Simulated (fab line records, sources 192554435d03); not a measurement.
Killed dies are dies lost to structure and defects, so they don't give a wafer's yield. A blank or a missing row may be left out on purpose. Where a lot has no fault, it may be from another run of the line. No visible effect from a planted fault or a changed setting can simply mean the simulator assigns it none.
Chamber matching ; flow n5_finfet ; 4 sister chambers for N5_HKMG_FIN_ALD_36 on ald_metal-01
The step deposits TiN, target thk 1 nm, pulse time 1 s, purge time 3 s. 8 wafers are shown with their chamber, then 10 later ones without.

## WAFERS, EACH WITH ITS CHAMBER
wafer;chamber;heater_power_w (W);precursor_pulse_height_rel
L084.5;1;749;1.032
L084.6;2;908;0.985
L089.2;0;755;0.968
L090.4;3;875;0.991
L090.5;2;917;0.952
L090.6;3;916;0.994
L091.2;1;733;0.979
L091.4;0;746;1.003

## WAFERS WITH NO CHAMBER GIVEN
wafer;heater_power_w (W);precursor_pulse_height_rel
L091.6;918;1.002
L096.1;753;1.023
L096.2;901;0.997
L096.3;897;1.020
L096.4;748;1.028
L096.5;916;0.991
L096.6;752;0.985
L097.1;753;1.000
L097.2;892;0.981
L097.4;753;1.001

## CHAMBER TAKEN BY EACH
wafer;from the rows above;in truth
L091.6;can't be placed: 2 or 3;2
L096.1;can't be placed: 1 or 0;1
L096.2;can't be placed: 3 or 2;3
L096.3;can't be placed: 3 or 2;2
L096.4;can't be placed: 1 or 0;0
L096.5;can't be placed: 2 or 3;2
L096.6;can't be placed: 0 or 1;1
L097.1;can't be placed: 0 or 1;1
L097.2;can't be placed: 3 or 2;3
L097.4;can't be placed: 0 or 1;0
0 of 10 placed correctly. Not placeable from these rows: 10 (in 10, the candidates include the true chamber). Number placed wrongly: 0.
How it was worked out, from the rows above alone: a wafer's distance from a chamber is the root of the sum, over the readings, of the square of ((its reading less the chamber's mean) divided by the reading's scatter). The wafer belongs to the nearest chamber; if the next one is less than 2 further off, it can't be placed. Each chamber's mean is taken over the wafers shown for it. The scatter: take each reading less its chamber's mean, square it, sum over the shown wafers, divide by the number of wafers less the number of chambers, and take the root.
